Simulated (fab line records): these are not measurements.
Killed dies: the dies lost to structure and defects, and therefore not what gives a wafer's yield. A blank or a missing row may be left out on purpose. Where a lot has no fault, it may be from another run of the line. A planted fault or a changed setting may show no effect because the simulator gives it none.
Which of the tools did it? + flow n5_finfet + Sampling: 12 lots, 36 wafers, 3 of 1938 route steps

WHAT EACH GAUGE READ, for each wafer
N5_BEOL_M12_RS_MEAS_54: measurement is done with a four-point probe.
| lot  | measured     | on            | M12_RS (ohm/sq)      |
|------|--------------|---------------|----------------------|
| L074 | day 12 09:35 | film_metro-01 | 0.0592 0.0602 0.0593 |
| L078 | day 12 18:17 | film_metro-01 | 0.0607 0.0617 0.0615 |
| L080 | day 13 06:55 | film_metro-02 | 0.0591 0.0603 0.0627 |
| L081 | day 13 20:53 | film_metro-02 | 0.0609 0.0600 0.0593 |
| L083 | day 14 20:07 | film_metro-02 | 0.0602 0.0616 0.0572 |
| L086 | day 14 20:26 | film_metro-02 | 0.0601 0.0592 0.0606 |
| L087 | day 15 20:51 | film_metro-01 | 0.0585 0.0581 0.0611 |
| L091 | day 16 11:02 | film_metro-02 | 0.0607 0.0579 0.0610 |
| L093 | day 16 12:25 | film_metro-02 | 0.0601 0.0590 0.0596 |
| L092 | day 17 00:26 | film_metro-02 | 0.0599 0.0598 0.0605 |
| L096 | day 17 22:38 | film_metro-02 | 0.0582 0.0593 0.0590 |
| L097 | day 18 04:07 | film_metro-02 | 0.0591 0.0593 0.0601 |

EACH LOT AND THE TOOL THAT RAN IT (in order: tool; ch and the chambers of the sampled wafers; start)
| lot  | N5_BEOL_M12_STRIP_63                 | N5_BEOL_M12_SPUTTER_44       |
|------|--------------------------------------|------------------------------|
| L074 | plasma_asher-02 ch 0,1, day 12 04:05 | pvd_sputter-03, day 12 08:22 |
| L078 | plasma_asher-02 ch 0,1, day 12 12:43 | pvd_sputter-02, day 12 16:18 |
| L080 | plasma_asher-02 ch 0,1, day 13 02:26 | pvd_sputter-01, day 13 05:22 |
| L081 | plasma_asher-02 ch 0,1, day 13 12:53 | pvd_sputter-02, day 13 16:44 |
| L083 | plasma_asher-02 ch 0,1, day 14 12:23 | pvd_sputter-02, day 14 19:03 |
| L086 | plasma_asher-01 ch 0,1, day 14 14:55 | pvd_sputter-03, day 14 19:07 |
| L087 | plasma_asher-01 ch 0,1, day 15 14:41 | pvd_sputter-03, day 15 19:47 |
| L091 | plasma_asher-01 ch 0,1, day 16 07:19 | pvd_sputter-01, day 16 09:59 |
| L093 | plasma_asher-02 ch 0,1, day 16 08:04 | pvd_sputter-01, day 16 11:13 |
| L092 | plasma_asher-02 ch 0,1, day 16 19:00 | pvd_sputter-02, day 16 22:48 |
| L096 | plasma_asher-02 ch 0,1, day 17 18:48 | pvd_sputter-02, day 17 21:30 |
| L097 | plasma_asher-01 ch 0,1, day 17 23:34 | pvd_sputter-03, day 18 02:53 |
- N5_BEOL_M12_STRIP_63: strips in N2/H2.
- N5_BEOL_M12_SPUTTER_44: material Ta, target thk 10 nm, time 16.13 s.

THE ANSWER, worked out from the rows above alone
Rule: the lots themselves supply what counts as usual. Put in order of their means at a reading, lots are off if they are a third of the lots or fewer, leave a main group of 4 or more, and stand apart from it by a gap of 3 or more times the standard deviation of the main group's means; of several such gaps the widest counts. If all means in a main group match to the digits the tables above print for the reading, that group is not used. Also off: a lot with no number at a reading for which 4 or more lots have one. Any other lot the step has rows for is counted as sound.
No lot is off at any reading shown: from this, nothing can be told.

WHAT THE SIMULATOR HAD PUT IN
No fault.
